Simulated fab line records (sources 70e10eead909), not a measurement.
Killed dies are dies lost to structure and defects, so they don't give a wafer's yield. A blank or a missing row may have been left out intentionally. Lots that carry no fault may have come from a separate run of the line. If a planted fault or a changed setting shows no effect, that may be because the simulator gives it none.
Which of the tools did it? || flow nand_harc || Sampling: 12 lots, 36 wafers, 7 of 1302 route steps

WHAT THE GAUGES READ, wafer by wafer
NHARC_P_BONDPAD_CD_MEAS_13.
{"lot": "L291", "measured": "day 6 15:48", "on": "cd_sem-02", "cd_nm (nm)": "496.4 496.1 497.4"}
{"lot": "L294", "measured": "day 7 18:59", "on": "cd_sem-02", "cd_nm (nm)": "502.9 504.4 503.0"}
{"lot": "L295", "measured": "day 8 02:07", "on": "cd_sem-01", "cd_nm (nm)": "500.4 497.8 497.9"}
{"lot": "L297", "measured": "day 8 19:49", "on": "cd_sem-01", "cd_nm (nm)": "497.3 500.5 500.3"}
{"lot": "L299", "measured": "day 9 23:30", "on": "cd_sem-02", "cd_nm (nm)": "499.1 500.6 499.4"}
{"lot": "L300", "measured": "day 10 05:13", "on": "cd_sem-01", "cd_nm (nm)": "500.5 498.7 501.5"}
{"lot": "L301", "measured": "day 11 02:04", "on": "cd_sem-03", "cd_nm (nm)": "497.3 498.1 496.2"}
{"lot": "L302", "measured": "day 11 07:52", "on": "cd_sem-03", "cd_nm (nm)": "492.3 497.9 500.0"}
{"lot": "L303", "measured": "day 11 17:23", "on": "cd_sem-03", "cd_nm (nm)": "496.5 497.5 499.7"}
{"lot": "L308", "measured": "day 13 13:41", "on": "cd_sem-02", "cd_nm (nm)": "497.0 496.6 500.7"}
{"lot": "L309", "measured": "day 14 04:40", "on": "cd_sem-01", "cd_nm (nm)": "501.1 495.4 499.7"}
{"lot": "L313", "measured": "day 15 14:47", "on": "cd_sem-02", "cd_nm (nm)": "498.3 494.9 497.4"}

NHARC_A_ZERO_WELL_INSPECT_17.
{"lot": "L291", "measured": "day 6 20:52", "on": "defect_inspect-01", "raw_defect_count": "9 16 16"}
{"lot": "L294", "measured": "day 7 23:59", "on": "defect_inspect-02", "raw_defect_count": "7 6 7"}
{"lot": "L295", "measured": "day 8 07:11", "on": "defect_inspect-02", "raw_defect_count": "6 6 14"}
{"lot": "L297", "measured": "day 9 00:43", "on": "defect_inspect-01", "raw_defect_count": "11 13 15"}
{"lot": "L299", "measured": "day 10 04:24", "on": "defect_inspect-02", "raw_defect_count": "15 30 25"}
{"lot": "L300", "measured": "day 10 10:16", "on": "defect_inspect-01", "raw_defect_count": "16 16 15"}
{"lot": "L301", "measured": "day 11 07:06", "on": "defect_inspect-01", "raw_defect_count": "14 27 19"}
{"lot": "L302", "measured": "day 11 12:56", "on": "defect_inspect-01", "raw_defect_count": "9 3 10"}
{"lot": "L303", "measured": "day 11 22:37", "on": "defect_inspect-02", "raw_defect_count": "13 4 12"}
{"lot": "L308", "measured": "day 13 18:43", "on": "defect_inspect-02", "raw_defect_count": "352 381 380"}
{"lot": "L309", "measured": "day 14 09:41", "on": "defect_inspect-02", "raw_defect_count": "400 316 366"}
{"lot": "L313", "measured": "day 15 19:47", "on": "defect_inspect-01", "raw_defect_count": "10 16 8"}

NHARC_A_SOURCE_PLATE_INSPECT_08.
{"lot": "L291", "measured": "day 7 19:15", "on": "defect_inspect-01", "raw_defect_count": "52 53 71"}
{"lot": "L294", "measured": "day 8 17:14", "on": "defect_inspect-02", "raw_defect_count": "44 34 44"}
{"lot": "L295", "measured": "day 9 03:52", "on": "defect_inspect-01", "raw_defect_count": "25 39 51"}
{"lot": "L297", "measured": "day 9 19:35", "on": "defect_inspect-02", "raw_defect_count": "42 87 52"}
{"lot": "L299", "measured": "day 11 00:15", "on": "defect_inspect-01", "raw_defect_count": "32 64 72"}
{"lot": "L300", "measured": "day 11 06:10", "on": "defect_inspect-02", "raw_defect_count": "118 42 78"}
{"lot": "L301", "measured": "day 12 05:36", "on": "defect_inspect-02", "raw_defect_count": "42 68 46"}
{"lot": "L302", "measured": "day 12 10:50", "on": "defect_inspect-02", "raw_defect_count": "131 75 50"}
{"lot": "L303", "measured": "day 12 21:56", "on": "defect_inspect-01", "raw_defect_count": "33 63 44"}
{"lot": "L308", "measured": "day 14 12:51", "on": "defect_inspect-02", "raw_defect_count": "400 420 426"}
{"lot": "L309", "measured": "day 15 05:36", "on": "defect_inspect-02", "raw_defect_count": "447 347 418"}
{"lot": "L313", "measured": "day 16 16:02", "on": "defect_inspect-02", "raw_defect_count": "72 61 57"}

NHARC_A_ONON_D1_THK_MEAS_11: measures by ellipsometry.
{"lot": "L291", "measured": "day 7 21:32", "on": "film_metro-02", "thk_nm (nm)": "992 991 990"}
{"lot": "L294", "measured": "day 8 19:32", "on": "film_metro-02", "thk_nm (nm)": "992 992 992"}
{"lot": "L295", "measured": "day 9 06:08", "on": "film_metro-01", "thk_nm (nm)": "993 993 993"}
{"lot": "L297", "measured": "day 9 21:52", "on": "film_metro-02", "thk_nm (nm)": "993 993 994"}
{"lot": "L299", "measured": "day 11 02:32", "on": "film_metro-02", "thk_nm (nm)": "995 994 995"}
{"lot": "L300", "measured": "day 11 08:27", "on": "film_metro-01", "thk_nm (nm)": "1002 1003 1001"}
{"lot": "L301", "measured": "day 12 07:53", "on": "film_metro-01", "thk_nm (nm)": "1013 1015 1013"}
{"lot": "L302", "measured": "day 12 13:07", "on": "film_metro-02", "thk_nm (nm)": "1003 1001 1001"}
{"lot": "L303", "measured": "day 13 00:13", "on": "film_metro-02", "thk_nm (nm)": "992 992 990"}
{"lot": "L308", "measured": "day 14 15:10", "on": "film_metro-01", "thk_nm (nm)": "997 998 998"}
{"lot": "L309", "measured": "day 15 07:52", "on": "film_metro-01", "thk_nm (nm)": "1008 1010 1008"}
{"lot": "L313", "measured": "day 16 18:19", "on": "film_metro-01", "thk_nm (nm)": "997 998 998"}

NHARC_END_SORT_01.
{"lot": "L308", "measured": "day 30 10:23", "on": "prober-01", "killed_at_array": "148 138 142", "killed_at_other": "0 0 0", "killed_at_periphery": "1 2 2", "killed_dies": "149 140 144", "killed_open": "2 3 2", "killed_short": "2 0 6"}
{"lot": "L309", "measured": "day 31 13:04", "on": "prober-01", "killed_at_array": "118 104 115", "killed_at_other": "0 0 0", "killed_at_periphery": "5 5 10", "killed_dies": "123 109 125", "killed_open": "1 3 2", "killed_short": "1 0 1"}

TOOL THAT RAN EACH LOT (tool first, then ch and the chambers of the sampled wafers, then the start)
{"lot": "L291", "NHARC_A_ZERO_WELL_PRECLEAN_00": "wet_bench-09 ch 0,2,6, day 6 18:40", "NHARC_A_ZERO_WELL_RTA_16": "rtp_anneal-01 ch 0, day 6 20:42"}
{"lot": "L294", "NHARC_A_ZERO_WELL_PRECLEAN_00": "wet_bench-05 ch 5,6,7, day 7 21:47", "NHARC_A_ZERO_WELL_RTA_16": "rtp_anneal-01 ch 0, day 7 23:48"}
{"lot": "L295", "NHARC_A_ZERO_WELL_PRECLEAN_00": "wet_bench-09 ch 3,4,5, day 8 04:58", "NHARC_A_ZERO_WELL_RTA_16": "rtp_anneal-01 ch 0, day 8 07:04"}
{"lot": "L297", "NHARC_A_ZERO_WELL_PRECLEAN_00": "wet_bench-05 ch 1,2,3, day 8 22:38", "NHARC_A_ZERO_WELL_RTA_16": "rtp_anneal-01 ch 0, day 9 00:35"}
{"lot": "L299", "NHARC_A_ZERO_WELL_PRECLEAN_00": "wet_bench-04 ch 1,4,7, day 10 02:18", "NHARC_A_ZERO_WELL_RTA_16": "rtp_anneal-01 ch 0, day 10 04:14"}
{"lot": "L300", "NHARC_A_ZERO_WELL_PRECLEAN_00": "wet_bench-05 ch 2,3,5, day 10 08:03", "NHARC_A_ZERO_WELL_RTA_16": "rtp_anneal-01 ch 0, day 10 10:05"}
{"lot": "L301", "NHARC_A_ZERO_WELL_PRECLEAN_00": "wet_bench-04 ch 1,2,3, day 11 04:53", "NHARC_A_ZERO_WELL_RTA_16": "rtp_anneal-01 ch 0, day 11 06:59"}
{"lot": "L302", "NHARC_A_ZERO_WELL_PRECLEAN_00": "wet_bench-05 ch 3,4,6, day 11 10:44", "NHARC_A_ZERO_WELL_RTA_16": "rtp_anneal-02 ch 0, day 11 12:46"}
{"lot": "L303", "NHARC_A_ZERO_WELL_PRECLEAN_00": "wet_bench-04 ch 2,4,6, day 11 20:10", "NHARC_A_ZERO_WELL_RTA_16": "rtp_anneal-02 ch 0, day 11 22:25"}
{"lot": "L308", "NHARC_A_ZERO_WELL_PRECLEAN_00": "wet_bench-04 ch 2,3,5, day 13 16:31", "NHARC_A_ZERO_WELL_RTA_16": "rtp_anneal-02 ch 0, day 13 18:32"}
{"lot": "L309", "NHARC_A_ZERO_WELL_PRECLEAN_00": "wet_bench-04 ch 2,5,6, day 14 07:26", "NHARC_A_ZERO_WELL_RTA_16": "rtp_anneal-02 ch 0, day 14 09:29"}
{"lot": "L313", "NHARC_A_ZERO_WELL_PRECLEAN_00": "wet_bench-09 ch 1,2,3, day 15 17:36", "NHARC_A_ZERO_WELL_RTA_16": "rtp_anneal-02 ch 0, day 15 19:35"}
- NHARC_A_ZERO_WELL_PRECLEAN_00: cleans in SPM, time 600 s.
- NHARC_A_ZERO_WELL_RTA_16: time 10 s.

AS READ BY THE TOOLS THEMSELVES (means over the sampled wafers that have a number; for cases with no such wafer, the mark the record gives instead)
NHARC_A_ZERO_WELL_RTA_16.
{"lot": "L291", "tool": "rtp_anneal-01", "lamp_power_pct (%)": 28.5, "wafer_temp_C_max": 1002.8}
{"lot": "L294", "tool": "rtp_anneal-01", "lamp_power_pct (%)": 28.5, "wafer_temp_C_max": 1003.7}
{"lot": "L295", "tool": "rtp_anneal-01", "lamp_power_pct (%)": 28.5, "wafer_temp_C_max": 1003.3}
{"lot": "L297", "tool": "rtp_anneal-01", "lamp_power_pct (%)": 28.5, "wafer_temp_C_max": 1003.2}
{"lot": "L299", "tool": "rtp_anneal-01", "lamp_power_pct (%)": 28.5, "wafer_temp_C_max": 1002.7}
{"lot": "L300", "tool": "rtp_anneal-01", "lamp_power_pct (%)": 28.5, "wafer_temp_C_max": 1002.4}
{"lot": "L301", "tool": "rtp_anneal-01", "lamp_power_pct (%)": 28.5, "wafer_temp_C_max": 1003.0}
{"lot": "L302", "tool": "rtp_anneal-02", "lamp_power_pct (%)": 31.7, "wafer_temp_C_max": 1003.9}
{"lot": "L303", "tool": "rtp_anneal-02", "lamp_power_pct (%)": 31.7, "wafer_temp_C_max": 1004.3}
{"lot": "L308", "tool": "rtp_anneal-02", "lamp_power_pct (%)": 31.6, "wafer_temp_C_max": 1004.1}
{"lot": "L309", "tool": "rtp_anneal-02", "lamp_power_pct (%)": 31.6, "wafer_temp_C_max": 1004.2}
{"lot": "L313", "tool": "rtp_anneal-02", "lamp_power_pct (%)": 31.6, "wafer_temp_C_max": 1004.3}

THE ANSWER, worked out from the rows above alone
Rule: the usual values come from the lots themselves. The widest of any qualifying gaps counts: lots, ordered by their means at a reading, are off when they make up no more than a third of the lots, leave a main group of 4 or more, and stand apart from it by 3 or more times the standard deviation of that group's means. Not used: any main group whose means are identical at the precision the tables above print for the reading. A lot without any number at a reading at which 4 lots or more have one is off too. Any other lot the step has rows for is counted as sound. First the gauges in route order, then the tools' own readings, where a lot's mean is used as printed above. The first step at which some lot is off is used, and at that step the reading that is off furthest; a lot without a number counts as furthest.
Off: L308, L309 (NHARC_A_ZERO_WELL_INSPECT_17, raw_defect_count). The main group has a mean of 13 with a standard deviation of 5.2.
A tool fits if, at a process step before that reading, it ran every lot that is off, and no sound lot after the first of them. Those tools and the gauges at NHARC_A_ZERO_WELL_INSPECT_17 are tried in the same way. Can't be told from this: 2 tools fit, wet_bench-04 at NHARC_A_ZERO_WELL_PRECLEAN_00, defect_inspect-02 at NHARC_A_ZERO_WELL_INSPECT_17.

WHAT HAD BEEN PUT IN BY THE SIMULATOR
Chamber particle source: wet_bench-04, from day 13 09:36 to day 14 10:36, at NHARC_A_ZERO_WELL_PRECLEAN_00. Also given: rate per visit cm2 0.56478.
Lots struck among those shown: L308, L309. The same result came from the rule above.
